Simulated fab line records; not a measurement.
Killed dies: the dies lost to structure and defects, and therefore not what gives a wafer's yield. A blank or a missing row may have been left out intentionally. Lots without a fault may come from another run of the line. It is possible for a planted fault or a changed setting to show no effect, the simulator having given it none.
Which tool was responsible? / flow n5_finfet / 30 wafers from 10 lots sampled at 5 of the route's 1938 steps

WHAT THE GAUGES READ, wafer by wafer
The record lacks any reading of a measuring or inspecting step that a usual standard deviation could be used to judge.

WHICH TOOL RAN EACH LOT (tool, then ch and the chambers of the sampled wafers, then the start)
lot=L646; N5_BEOL_M13_ETCH_68=rie_diel-04 ch 0,2, day 11 22:28; N5_MIM_BOT_ETCH_ETCH_03=rie_metal-01 ch 1, day 12 19:10; N5_PASSIVATION_PECVD_55=pecvd-03 ch 0,1, day 12 19:54; N5_PASSIVATION_DEGAS_18=pvd_sputter-01, day 12 21:12; N5_PASSIVATION_PROBE_49=-
lot=L649; N5_BEOL_M13_ETCH_68=rie_diel-06 ch 0,2,3, day 14 06:39; N5_MIM_BOT_ETCH_ETCH_03=rie_metal-03 ch 0,1, day 15 01:47; N5_PASSIVATION_PECVD_55=pecvd-02 ch 0,1,2, day 15 02:30; N5_PASSIVATION_DEGAS_18=pvd_sputter-01, day 15 07:54; N5_PASSIVATION_PROBE_49=-
lot=L652; N5_BEOL_M13_ETCH_68=rie_diel-06 ch 0,3, day 15 03:17; N5_MIM_BOT_ETCH_ETCH_03=rie_metal-01 ch 0,1, day 16 02:35; N5_PASSIVATION_PECVD_55=pecvd-02 ch 1,2, day 16 03:19; N5_PASSIVATION_DEGAS_18=pvd_sputter-03, day 16 05:27; N5_PASSIVATION_PROBE_49=-
lot=L653; N5_BEOL_M13_ETCH_68=rie_diel-06 ch 0,2,3, day 15 17:28; N5_MIM_BOT_ETCH_ETCH_03=rie_metal-01 ch 0,1, day 16 13:04; N5_PASSIVATION_PECVD_55=pecvd-03 ch 0,2, day 16 13:48; N5_PASSIVATION_DEGAS_18=pvd_sputter-01, day 16 15:34; N5_PASSIVATION_PROBE_49=prober-02, day 16 21:48
lot=L654; N5_BEOL_M13_ETCH_68=rie_diel-04 ch 1,2,3, day 15 21:28; N5_MIM_BOT_ETCH_ETCH_03=rie_metal-03 ch 0,1, day 17 01:52; N5_PASSIVATION_PECVD_55=pecvd-04 ch 0,1, day 17 02:36; N5_PASSIVATION_DEGAS_18=pvd_sputter-02, day 17 05:20; N5_PASSIVATION_PROBE_49=-
lot=L659; N5_BEOL_M13_ETCH_68=rie_diel-02 ch 0,2, day 16 18:58; N5_MIM_BOT_ETCH_ETCH_03=rie_metal-01 ch 0,1, day 17 18:23; N5_PASSIVATION_PECVD_55=pecvd-03 ch 0,1,2, day 17 19:17; N5_PASSIVATION_DEGAS_18=pvd_sputter-01, day 18 00:52; N5_PASSIVATION_PROBE_49=-
lot=L664; N5_BEOL_M13_ETCH_68=rie_diel-02 ch 0,1,3, day 18 06:47; N5_MIM_BOT_ETCH_ETCH_03=rie_metal-01 ch 0,1, day 19 16:26; N5_PASSIVATION_PECVD_55=pecvd-03 ch 0,2, day 19 17:10; N5_PASSIVATION_DEGAS_18=pvd_sputter-03, day 19 23:35; N5_PASSIVATION_PROBE_49=-
lot=L667; N5_BEOL_M13_ETCH_68=rie_diel-04 ch 0,1,3, day 18 09:32; N5_MIM_BOT_ETCH_ETCH_03=rie_metal-02 ch 0,1, day 19 16:28; N5_PASSIVATION_PECVD_55=pecvd-04 ch 0,1, day 19 17:29; N5_PASSIVATION_DEGAS_18=pvd_sputter-03, day 20 00:13; N5_PASSIVATION_PROBE_49=prober-02, day 20 05:59
lot=L666; N5_BEOL_M13_ETCH_68=rie_diel-06 ch 0,1, day 18 17:36; N5_MIM_BOT_ETCH_ETCH_03=rie_metal-01 ch 0,1, day 19 16:54; N5_PASSIVATION_PECVD_55=pecvd-02 ch 0,1,2, day 19 17:56; N5_PASSIVATION_DEGAS_18=pvd_sputter-02, day 20 00:53; N5_PASSIVATION_PROBE_49=-
lot=L669; N5_BEOL_M13_ETCH_68=rie_diel-04 ch 0,1,2, day 18 20:25; N5_MIM_BOT_ETCH_ETCH_03=rie_metal-01 ch 0,1, day 19 21:21; N5_PASSIVATION_PECVD_55=pecvd-03 ch 1,2, day 19 22:06; N5_PASSIVATION_DEGAS_18=pvd_sputter-01, day 20 01:11; N5_PASSIVATION_PROBE_49=-
- N5_BEOL_M13_ETCH_68: etches SOC in N2/H2, time 355 s.
- N5_MIM_BOT_ETCH_ETCH_03: etches the open film in Cl2/BCl3, target depth 12 nm.
- N5_PASSIVATION_PECVD_55: deposits SiO2 from SiH4/N2O, target thk 400 nm, time 22.5 s.
- N5_PASSIVATION_DEGAS_18: time 60 s.
- N5_PASSIVATION_PROBE_49

WHAT THE TOOLS THEMSELVES READ (means of the sampled wafers that have a number; where no wafer has one, the mark that the record gives instead)
N5_BEOL_M13_ETCH_68. Usual: drypump_motor_current_A 5.5 A, standard deviation 0.38; oes_product_au 0.82 a.u., standard deviation 0.11; rf_vpp_V 523.2 V, standard deviation 3; showerhead_plenum_p_Torr 2.52 Torr, standard deviation 0.1; temp_c 40.01 C, standard deviation 0.12; throttle_valve_pct 17.71 %, standard deviation 0.26.
lot=L646; tool=rie_diel-04; drypump_motor_current_A (A)=5.4; oes_product_au (a.u.)=0.77; rf_vpp_V (V)=525.0; showerhead_plenum_p_Torr (Torr)=2.60; temp_c (C)=39.90; throttle_valve_pct (%)=17.86; flag=
lot=L649; tool=rie_diel-06; drypump_motor_current_A (A)=5.2; oes_product_au (a.u.)=0.74; rf_vpp_V (V)=523.6; showerhead_plenum_p_Torr (Torr)=2.51; temp_c (C)=40.13; throttle_valve_pct (%)=17.89; flag=
lot=L652; tool=rie_diel-06; drypump_motor_current_A (A)=5.1; oes_product_au (a.u.)=0.77; rf_vpp_V (V)=521.5; showerhead_plenum_p_Torr (Torr)=2.45; temp_c (C)=39.93; throttle_valve_pct (%)=17.76; flag=
lot=L653; tool=rie_diel-06; drypump_motor_current_A (A)=5.2; oes_product_au (a.u.)=0.83; rf_vpp_V (V)=521.9; showerhead_plenum_p_Torr (Torr)=2.50; temp_c (C)=39.98; throttle_valve_pct (%)=17.76; flag=
lot=L654; tool=rie_diel-04; drypump_motor_current_A (A)=5.7; oes_product_au (a.u.)=0.85; rf_vpp_V (V)=525.3; showerhead_plenum_p_Torr (Torr)=2.61; temp_c (C)=40.15; throttle_valve_pct (%)=17.80; flag=
lot=L659; tool=rie_diel-02; drypump_motor_current_A (A)=5.5; oes_product_au (a.u.)=0.93; rf_vpp_V (V)=523.5; showerhead_plenum_p_Torr (Torr)=2.53; temp_c (C)=40.15; throttle_valve_pct (%)=17.45; flag=
lot=L664; tool=rie_diel-02; drypump_motor_current_A (A)=5.7; oes_product_au (a.u.)=0.85; rf_vpp_V (V)=523.2; showerhead_plenum_p_Torr (Torr)=2.49; temp_c (C)=39.98; throttle_valve_pct (%)=17.67; flag=
lot=L667; tool=rie_diel-04; drypump_motor_current_A (A)=5.9; oes_product_au (a.u.)=0.85; rf_vpp_V (V)=523.9; showerhead_plenum_p_Torr (Torr)=2.55; temp_c (C)=40.04; throttle_valve_pct (%)=17.67; flag=
lot=L666; tool=rie_diel-06; drypump_motor_current_A (A)=5.1; oes_product_au (a.u.)=0.83; rf_vpp_V (V)=524.0; showerhead_plenum_p_Torr (Torr)=2.54; temp_c (C)=39.94; throttle_valve_pct (%)=17.49; flag=
lot=L669; tool=rie_diel-04; drypump_motor_current_A (A)=5.8; oes_product_au (a.u.)=0.78; rf_vpp_V (V)=525.0; showerhead_plenum_p_Torr (Torr)=2.60; temp_c (C)=40.03; throttle_valve_pct (%)=17.84; flag=

N5_MIM_BOT_ETCH_ETCH_03. Usual: drypump_motor_current_A 5.9 A, standard deviation 0.34; he_backside_leak_sccm 3.37 sccm, standard deviation 0.22; oes_product_au 0.80 a.u., standard deviation 0.071; throttle_valve_pct 27.57 %, standard deviation 0.25.
lot=L646; tool=rie_metal-01; drypump_motor_current_A (A)=6.1; he_backside_leak_sccm (sccm)=3.60; oes_product_au (a.u.)=0.75; throttle_valve_pct (%)=27.99; flag=
lot=L649; tool=rie_metal-03; drypump_motor_current_A (A)=6.2; he_backside_leak_sccm (sccm)=3.27; oes_product_au (a.u.)=0.87; throttle_valve_pct (%)=27.46; flag=
lot=L652; tool=rie_metal-01; drypump_motor_current_A (A)=6.0; he_backside_leak_sccm (sccm)=3.41; oes_product_au (a.u.)=0.74; throttle_valve_pct (%)=27.79; flag=
lot=L653; tool=rie_metal-01; drypump_motor_current_A (A)=6.0; he_backside_leak_sccm (sccm)=3.47; oes_product_au (a.u.)=0.74; throttle_valve_pct (%)=27.59; flag=
lot=L654; tool=rie_metal-03; drypump_motor_current_A (A)=6.2; he_backside_leak_sccm (sccm)=3.39; oes_product_au (a.u.)=0.85; throttle_valve_pct (%)=27.46; flag=
lot=L659; tool=rie_metal-01; drypump_motor_current_A (A)=6.0; he_backside_leak_sccm (sccm)=3.33; oes_product_au (a.u.)=0.74; throttle_valve_pct (%)=27.59; flag=
lot=L664; tool=rie_metal-01; drypump_motor_current_A (A)=6.0; he_backside_leak_sccm (sccm)=3.56; oes_product_au (a.u.)=0.72; throttle_valve_pct (%)=27.81; flag=
lot=L667; tool=rie_metal-02; drypump_motor_current_A (A)=5.3; he_backside_leak_sccm (sccm)=3.24; oes_product_au (a.u.)=0.78; throttle_valve_pct (%)=27.39; flag=
lot=L666; tool=rie_metal-01; drypump_motor_current_A (A)=6.0; he_backside_leak_sccm (sccm)=3.49; oes_product_au (a.u.)=0.72; throttle_valve_pct (%)=27.80; flag=
lot=L669; tool=rie_metal-01; drypump_motor_current_A (A)=5.9; he_backside_leak_sccm (sccm)=3.41; oes_product_au (a.u.)=0.72; throttle_valve_pct (%)=27.60; flag=

N5_PASSIVATION_PECVD_55. Usual: heater_power_w 681 W, standard deviation 78; showerhead_plenum_p_Torr 8.18 Torr, standard deviation 0.13; showerhead_vpp_V 1492 V, standard deviation 67; throttle_valve_pct 51.7 %, standard deviation 2.4.
lot=L646; tool=pecvd-03; heater_power_w (W)=714; showerhead_plenum_p_Torr (Torr)=8.16; showerhead_vpp_V (V)=1534; throttle_valve_pct (%)=52.1; flag=
lot=L649; tool=pecvd-02; heater_power_w (W)=627; showerhead_plenum_p_Torr (Torr)=8.20; showerhead_vpp_V (V)=1452; throttle_valve_pct (%)=53.0; flag=
lot=L652; tool=pecvd-02; heater_power_w (W)=663; showerhead_plenum_p_Torr (Torr)=8.33; showerhead_vpp_V (V)=1378; throttle_valve_pct (%)=54.4; flag=
lot=L653; tool=pecvd-03; heater_power_w (W)=670; showerhead_plenum_p_Torr (Torr)=8.14; showerhead_vpp_V (V)=1483; throttle_valve_pct (%)=51.4; flag=
lot=L654; tool=pecvd-04; heater_power_w (W)=895; showerhead_plenum_p_Torr (Torr)=8.20; showerhead_vpp_V (V)=1560; throttle_valve_pct (%)=56.2; flag=
lot=L659; tool=pecvd-03; heater_power_w (W)=701; showerhead_plenum_p_Torr (Torr)=8.18; showerhead_vpp_V (V)=1513; throttle_valve_pct (%)=51.3; flag=
lot=L664; tool=pecvd-03; heater_power_w (W)=640; showerhead_plenum_p_Torr (Torr)=8.14; showerhead_vpp_V (V)=1494; throttle_valve_pct (%)=51.8; flag=
lot=L667; tool=pecvd-04; heater_power_w (W)=841; showerhead_plenum_p_Torr (Torr)=8.11; showerhead_vpp_V (V)=1619; throttle_valve_pct (%)=54.0; flag=
lot=L666; tool=pecvd-02; heater_power_w (W)=673; showerhead_plenum_p_Torr (Torr)=8.19; showerhead_vpp_V (V)=1438; throttle_valve_pct (%)=50.0; flag=
lot=L669; tool=pecvd-03; heater_power_w (W)=637; showerhead_plenum_p_Torr (Torr)=8.21; showerhead_vpp_V (V)=1501; throttle_valve_pct (%)=49.8; flag=

N5_PASSIVATION_DEGAS_18. Usual: heater_power_w at 455 W, with a standard deviation of 34.
lot=L646; tool=pvd_sputter-01; heater_power_w (W)=444; flag=
lot=L649; tool=pvd_sputter-01; heater_power_w (W)=487; flag=
lot=L652; tool=pvd_sputter-03; heater_power_w (W)=483; flag=
lot=L653; tool=pvd_sputter-01; heater_power_w (W)=475; flag=
lot=L654; tool=pvd_sputter-02; heater_power_w (W)=450; flag=
lot=L659; tool=pvd_sputter-01; heater_power_w (W)=487; flag=
lot=L664; tool=pvd_sputter-03; heater_power_w (W)=456; flag=
lot=L667; tool=pvd_sputter-03; heater_power_w (W)=468; flag=
lot=L666; tool=pvd_sputter-02; heater_power_w (W)=458; flag=
lot=L669; tool=pvd_sputter-01; heater_power_w (W)=455; flag=

N5_PASSIVATION_PROBE_49. Usual: defect_limited_yield 90.9 %, standard deviation 1.4; killed_at_M0_to_M3 38, standard deviation 11; killed_at_M4_up 13, standard deviation 5.9; killed_at_contacts 14, standard deviation 6.4; killed_at_front_end 38, standard deviation 11; killed_at_other 3.3, standard deviation 2.5; killed_dies 107, standard deviation 16; killed_open 70, standard deviation 12; killed_short 35, standard deviation 7.7; sort_bin_5_function 5.3 %, standard deviation 0.94; sort_bin_6_memory 3.5 %, standard deviation 0.7; sort_bin_8_speed 0.00 %, standard deviation 0.007; sort_n_pass 1073, standard deviation 16; sort_yield_pct 90.9 %, standard deviation 1.4.
lot=L653; tool=prober-02; defect_limited_yield (%)=88.2; killed_at_M0_to_M3=33; killed_at_M4_up=54; killed_at_contacts=8; killed_at_front_end=43; killed_at_other=2.0; killed_dies=140; killed_open=73; killed_short=31; sort_bin_5_function (%)=7.9; sort_bin_6_memory (%)=3.2; sort_bin_8_speed (%)=0.00; sort_n_pass=1040; sort_yield_pct (%)=88.2; flag=OFF
lot=L667; tool=prober-02; defect_limited_yield (%)=93.5; killed_at_M0_to_M3=30; killed_at_M4_up=8; killed_at_contacts=10; killed_at_front_end=24; killed_at_other=5.0; killed_dies=76; killed_open=52; killed_short=24; sort_bin_5_function (%)=3.3; sort_bin_6_memory (%)=3.0; sort_bin_8_speed (%)=0.00; sort_n_pass=1104; sort_yield_pct (%)=93.5; flag=

THE ANSWER, worked out from the rows above alone
Rule: take the mean of a lot's wafers that have a number; if it is more than 3 standard deviations from the usual mean, the lot is off. Also off: a lot with no number at a reading for which 4 or more lots have one. Any other lot the step has rows for is counted as sound. After the gauges, taken in route order, come the tools' own readings; for these a lot's mean is taken, as printed above. The first step at which some lot is off is used, and at that step the reading that is off furthest; a lot without a number counts as furthest.
Off: L653, at N5_PASSIVATION_PROBE_49 (killed_at_M4_up). Neither off nor sound, because the step has no rows for them: L646, L649, L652, L654, L659, L664, L666, L669.
If a tool, at that step or one of the process steps before it, ran each lot that is off and ran no sound lot following the first of them, it fits. Can't be told from this: 4 tools fit, rie_diel-06 at N5_BEOL_M13_ETCH_68, rie_metal-01 at N5_MIM_BOT_ETCH_ETCH_03, pecvd-03 at N5_PASSIVATION_PECVD_55, pvd_sputter-01 at N5_PASSIVATION_DEGAS_18.

WHAT THE SIMULATOR HAD INSERTED
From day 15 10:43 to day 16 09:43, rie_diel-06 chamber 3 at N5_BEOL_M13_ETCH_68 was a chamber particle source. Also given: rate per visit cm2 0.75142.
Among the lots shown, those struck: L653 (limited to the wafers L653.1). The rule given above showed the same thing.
